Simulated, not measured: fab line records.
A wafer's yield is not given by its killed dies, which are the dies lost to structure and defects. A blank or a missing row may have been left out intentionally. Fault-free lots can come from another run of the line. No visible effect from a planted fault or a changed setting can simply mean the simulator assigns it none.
8D (eight disciplines) problem report, filled in by code -- flow n5-finfet -- the parts of the form that need people (team, actions taken, sign-off) are left out

## 1. THE PROBLEM
Mean of rf-fwd-power-W at N5_PASSIVATION_ETCH_54: 803.4 W across 6 wafers in 2 lots; on wafers with no fault it is 648.8 W (standard deviation 2). Measured from the usual mean, that is +77 standard deviations.
The step: etches SiO2 in CHF3/O2, target depth 880 nm, time 440 s.
The first sign was on wafer L930.4 at day 16 20:59, on rie-diel-01. At this step, 18 wafers from 6 lots have a number in the record. The rule behind "out" and "out of limits": a value lying over 4 standard deviations away from the usual mean. Any other wafer with a number is counted as sound.

## 2. WHAT IT IS, AND WHAT IT ISN'T
question,is,is not
which readings at this step,"rf-fwd-power-W, rf-vpp-V","drypump-motor-current-A, mfc-ar-sccm, oes-product-au, showerhead-plenum-p-Torr, throttle-valve-pct"
which lots,"L930, L932","L917, L920, L934, L935"
which wafers of those lots,all that have a number,-
read on which tools,rie-diel-01,"rie-diel-02, rie-diel-04"
when,from day 16 20:59,"up to then (6 sound wafers); but 6 sound wafers of L934, L935 came after"

## 3. SUSPECTS, AND WHAT RULES EACH OUT
Counting: a tool at a process step up to the reading stays a suspect if it ran every lot that is out and no sound lot after the first of them.
- rie-diel-01 at N5_PASSIVATION_DESCUM_46 (chemistry O2, time 7.9 s): kept. Every lot that is out went through it, starting with L930 (day 16 20:44), and after that it ran no sound lot; the last sound lot it ran before then is L920 (day 14 06:47).
- rie-diel-01 at N5_PASSIVATION_PASS_ETCH_47 (etches SiNx in CF4/O2, target depth 770 nm, time 385 s): kept. Every lot that is out went through it, starting with L930 (day 16 20:46), and after that it ran no sound lot; the last sound lot it ran before then is L920 (day 14 06:49).
- rie-diel-01 at N5_PASSIVATION_ETCH_54 (etches SiO2 in CHF3/O2, target depth 880 nm, time 440 s): kept. Every lot that is out went through it, starting with L930 (day 16 20:59), and after that it ran no sound lot; the last sound lot it ran before then is L920 (day 14 07:03). On those wafers its own readings are out: rf-fwd-power-W, rf-vpp-V.
The count leaves rie-diel-01 at N5_PASSIVATION_DESCUM_46, rie-diel-01 at N5_PASSIVATION_PASS_ETCH_47, and rie-diel-01 at N5_PASSIVATION_ETCH_54.

## 4. THE CAUSE (what the simulator had put in)
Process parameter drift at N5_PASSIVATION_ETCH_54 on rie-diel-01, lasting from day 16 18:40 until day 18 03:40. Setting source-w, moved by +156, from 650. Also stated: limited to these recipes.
Counting left 3 suspects, and this tool is among them.

## 5. THE CHAIN OF EFFECTS, in route order
Each row: a reading where the mean over the struck wafers with a number is more than 3 standard deviations away from the usual. Readings are gone through only where the record gives a usual standard deviation; hours: the median, over the lots, of the time from a lot's start at the first step in this table giving one to that lot's start at this step; sigmas: the change measured in usual standard deviations.
hours,step,reading,usual,on struck wafers,change,sigmas
0,N5_PASSIVATION_ETCH_54,rf-fwd-power-W,648.8 W,803.4,+154.6,+77
0,N5_PASSIVATION_ETCH_54,rf-vpp-V,522 V,474,-48,-4.9
The process steps in it:
- N5_PASSIVATION_ETCH_54: etches SiO2 in CHF3/O2, target depth 880 nm, time 440 s.

## 6. HOW IT WOULD HAVE BEEN CAUGHT EARLIER
In this record the first reading out of limits was taken at day 16 20:59, 2 hours after the fault began at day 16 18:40.
